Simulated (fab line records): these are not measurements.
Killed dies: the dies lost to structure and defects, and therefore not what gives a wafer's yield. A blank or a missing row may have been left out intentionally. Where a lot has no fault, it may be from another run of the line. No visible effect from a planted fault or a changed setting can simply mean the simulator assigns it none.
A lot that was struck, set against a sound lot | flow nand harc | 15 steps out of a route of 1159
Sound: the wafers L621.1, L621.2, L621.6. Wafers L618.1, L618.3, L618.5 were the ones struck. Last of all comes the cause.
For every step that has rows: the tool of each side, followed by ch and its chambers, followed by its first start. Under that, the readings that differ: sound wafers | struck wafers | difference of the means | sigmas: that difference in standard deviations of wafers without a fault.
alike: readings whose means differ by less than 2 such deviations, and words and numbers that are the same on both sides. not compared: withheld readings, readings that some wafer has no value for, bounds like >300 that may hide the same value, and numbers for which the record gives no deviation and whose values overlap.
The two part at a step that has a row with sigmas, a row that says differs or no value, or rows on one side only. Numbers that don't overlap but have no deviation are shown without sigmas and don't part them. Lack of a reading on every wafer of one side parts them only where that side has two or more wafers.

first, 6 steps without rows for these wafers: NHARC_A_CONTACT_COAT_02 (resist thk 90 nm); NHARC_A_CONTACT_SOFTBAKE_03 (time 55 s); NHARC_A_CONTACT_EBR_04; NHARC_A_CONTACT_EXPOSE_05 (exposes mask A CC); NHARC_A_CONTACT_PEB_06 (peb time 65 s); NHARC_A_CONTACT_DEVELOP_07 (develop time 35 s).
NHARC_A_CONTACT_CD_MEAS_08 targets a cd of 100 nm.
  sound on cd sem-03 ch 0, day 21 09:07; struck on cd sem-03 ch 0, day 19 20:35
  alike: cd nm
NHARC_A_CONTACT_OVL_MEAS_09:
  struck on overlay-02, day 19 20:40; sound on overlay-02, day 21 09:11
  alike: overlay x nm, overlay y nm
NHARC_A_CONTACT_INSPECT_10:
  struck on defect inspect-01, day 19 20:42; sound on defect inspect-02, day 21 09:14
  alike: raw defect count
NHARC_A_CONTACT_DESCUM_13: chemistry O2, time 3 s.
  sound on rie diel-06 ch 1,2,3, day 21 09:18; struck on rie diel-06 ch 0,3, day 19 20:46
  alike: drypump motor current A, oes product au, rf vpp V, showerhead plenum p Torr, throttle valve pct
  not compared: rf hours counter h
NHARC_A_CONTACT_ETCH_88: etches the open film in CF4, target depth 39 nm, time 65 s.
  sound on rie diel-06 ch 0,2, day 21 09:23; struck on rie diel-06 ch 0,1,3, day 19 20:52
  alike: bias w, cf4 flow sccm, drypump motor current A, oes product au, rf vpp V, showerhead plenum p Torr, throttle valve pct
  not compared: rf hours counter h
NHARC_A_CONTACT_ETCH_89: etches the open film in N2/H2, target depth 260 nm, time 475.3 s.
  sound: rie diel-06 ch 0,1,3; struck: rie diel-06 ch 0,2,3
  alike: bias w, chamber pressure mTorr, drypump motor current A, oes product au, rf vpp V, showerhead plenum p Torr, throttle valve pct
  not compared: rf hours counter h
NHARC_A_CONTACT_ETCH_30: etches the open film in CF4/CHF3, target depth 60.5 nm, time 30.2 s.
  sound on rie diel-06 ch 2,3, day 21 09:49; struck on rie diel-06 ch 1,2, day 19 21:17
  no value came back on the struck wafers for any of 7 readings (bias w (W), cf4 flow sccm (sccm) and others); on the sound wafers bias w (W) reads 200.4 199.5 199.8
  not compared: rf hours counter h
NHARC_A_CONTACT_ETCH_31: etches the open film in O2/COS, target depth 2000 nm, time 520 s.
  sound: rie diel-06 ch 0,1,3; struck: rie diel-06 ch 0,2
  alike: bias w, chamber pressure mTorr, drypump motor current A, oes product au, rf vpp V, showerhead plenum p Torr, throttle valve pct
  not compared: rf hours counter h
-- record jumps: 3 days between struck wafers' starts before vs after; left off in module A_CONTACT, resumes in module END, first step shown is number 1159 of the route --
NHARC_END_SORT_01:
  at this point the record logs the struck wafers (prober-02 ch 0, day 22 12:26) and has no rows for the sound ones

== WHERE THEY PART ==
Earliest at NHARC_A_CONTACT_ETCH_30; latest, in this record, at NHARC_END_SORT_01.

WHY: the cause the simulator had injected
Whole step skipped at NHARC_A_CONTACT_ETCH_30 on rie diel-06, starting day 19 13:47. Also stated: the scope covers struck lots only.
